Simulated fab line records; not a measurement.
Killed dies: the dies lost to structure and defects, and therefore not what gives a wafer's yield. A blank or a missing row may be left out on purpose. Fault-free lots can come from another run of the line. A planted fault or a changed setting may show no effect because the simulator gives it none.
Which of the tools did it? || flow n5 finfet || 12 lots with 36 wafers sampled at 4 steps, on a route of 1938 steps

## WHAT THE GAUGES SHOWED, per wafer
N5_ILD0_INSPECT_06: inspects for defects (darkfield).
{"lot": "L075", "measured": "day 3 22:23", "on": "defect inspect-02", "raw defect count": "38 21 53"}
{"lot": "L077", "measured": "day 4 10:56", "on": "defect inspect-01", "raw defect count": "45 24 43"}
{"lot": "L079", "measured": "day 5 04:20", "on": "defect inspect-01", "raw defect count": "22 17 17"}
{"lot": "L081", "measured": "day 5 15:17", "on": "defect inspect-02", "raw defect count": "55 22 48"}
{"lot": "L083", "measured": "day 6 03:20", "on": "defect inspect-01", "raw defect count": "19 9 30"}
{"lot": "L085", "measured": "day 6 18:52", "on": "defect inspect-01", "raw defect count": "20 18 29"}
{"lot": "L087", "measured": "day 7 01:47", "on": "defect inspect-02", "raw defect count": "66 55 24"}
{"lot": "L089", "measured": "day 7 14:35", "on": "defect inspect-02", "raw defect count": "44 32 31"}
{"lot": "L091", "measured": "day 7 23:41", "on": "defect inspect-02", "raw defect count": "40 23 26"}
{"lot": "L093", "measured": "day 8 14:47", "on": "defect inspect-02", "raw defect count": "27 25 64"}
{"lot": "L095", "measured": "day 9 00:21", "on": "defect inspect-01", "raw defect count": "33 40 33"}
{"lot": "L097", "measured": "day 9 13:55", "on": "defect inspect-02", "raw defect count": "55 45 50"}

## TOOL THAT RAN EACH LOT (tool first, then ch and the chambers of the sampled wafers, then the start)
{"lot": "L075", "N5_ILD0_LINER_00": "ald sin-01 ch 0,1,3, day 3 15:58", "N5_ILD0_CMP_07": "cmp-01 ch 0,2,3, day 3 18:44", "N5_ILD0_ALD_15": "ald sin-03 ch 0,3, day 3 19:43"}
{"lot": "L077", "N5_ILD0_LINER_00": "ald sin-01 ch 0,3, day 4 04:43", "N5_ILD0_CMP_07": "cmp-03 ch 1,3, day 4 07:24", "N5_ILD0_ALD_15": "ald sin-01 ch 0,1,3, day 4 08:25"}
{"lot": "L079", "N5_ILD0_LINER_00": "ald sin-04 ch 0,2, day 4 21:29", "N5_ILD0_CMP_07": "cmp-01 ch 0,1, day 5 00:11", "N5_ILD0_ALD_15": "ald sin-03 ch 0,1,2, day 5 01:49"}
{"lot": "L081", "N5_ILD0_LINER_00": "ald sin-03 ch 0,1,2, day 5 09:02", "N5_ILD0_CMP_07": "cmp-01 ch 0,1,3, day 5 11:44", "N5_ILD0_ALD_15": "ald sin-03 ch 1,2,3, day 5 12:46"}
{"lot": "L083", "N5_ILD0_LINER_00": "ald sin-03 ch 2,3, day 5 21:01", "N5_ILD0_CMP_07": "cmp-03 ch 0,2,3, day 5 23:47", "N5_ILD0_ALD_15": "ald sin-03 ch 0,1,3, day 6 00:49"}
{"lot": "L085", "N5_ILD0_LINER_00": "ald sin-04 ch 1,2,3, day 6 12:37", "N5_ILD0_CMP_07": "cmp-03 ch 1,2,3, day 6 15:22", "N5_ILD0_ALD_15": "ald sin-04 ch 1,2,3, day 6 16:21"}
{"lot": "L087", "N5_ILD0_LINER_00": "ald sin-03 ch 0,1,3, day 6 19:25", "N5_ILD0_CMP_07": "cmp-01 ch 1,2,3, day 6 22:08", "N5_ILD0_ALD_15": "ald sin-03 ch 0,3, day 6 23:16"}
{"lot": "L089", "N5_ILD0_LINER_00": "ald sin-03 ch 1,3, day 7 07:50", "N5_ILD0_CMP_07": "cmp-04 ch 2,3, day 7 10:35", "N5_ILD0_ALD_15": "ald sin-03 ch 1,2,3, day 7 12:04"}
{"lot": "L091", "N5_ILD0_LINER_00": "ald sin-01 ch 1,2,3, day 7 17:28", "N5_ILD0_CMP_07": "cmp-03 ch 0,2,3, day 7 20:10", "N5_ILD0_ALD_15": "ald sin-03 ch 1,3, day 7 21:10"}
{"lot": "L093", "N5_ILD0_LINER_00": "ald sin-01 ch 0,1,3, day 8 08:05", "N5_ILD0_CMP_07": "cmp-03 ch 0,3, day 8 10:47", "N5_ILD0_ALD_15": "ald sin-01 ch 0,1,3, day 8 12:16"}
{"lot": "L095", "N5_ILD0_LINER_00": "ald sin-01 ch 0,3, day 8 17:30", "N5_ILD0_CMP_07": "cmp-01 ch 0,1,3, day 8 20:48", "N5_ILD0_ALD_15": "ald sin-04 ch 0,1,3, day 8 21:50"}
{"lot": "L097", "N5_ILD0_LINER_00": "ald sin-04 ch 0,1,2, day 9 07:40", "N5_ILD0_CMP_07": "cmp-01 ch 1,2, day 9 10:22", "N5_ILD0_ALD_15": "ald sin-03 ch 0,1, day 9 11:23"}
- N5_ILD0_LINER_00: material SiNx, target thk 4 nm, pulse time 1 s, purge time 2 s.
- N5_ILD0_CMP_07: polishes SiO2 flowable, stops on poly-Si, t overpolish 1.18 s, target thk 138.88 nm.
- N5_ILD0_ALD_15: deposits SiNx, target thk 24 nm, pulse time 1 s, ald cycles 480.

## THE ANSWER, worked out from the rows above alone
Rule: what is usual is taken from the lots themselves. Put in order of their means at a reading, lots are off if they are a third of the lots or fewer, leave a main group of 4 or more, and stand apart from it by a gap of 3 or more times the standard deviation of the main group's means; of several such gaps the widest counts. Not used: any main group whose means are identical at the precision the tables above print for the reading. A lot without any number at a reading at which 4 lots or more have one is off too. All remaining lots with rows at the step are treated as sound.
Nothing can be told from this: no lot is off at any reading shown.

## WHAT HAD BEEN PUT IN BY THE SIMULATOR
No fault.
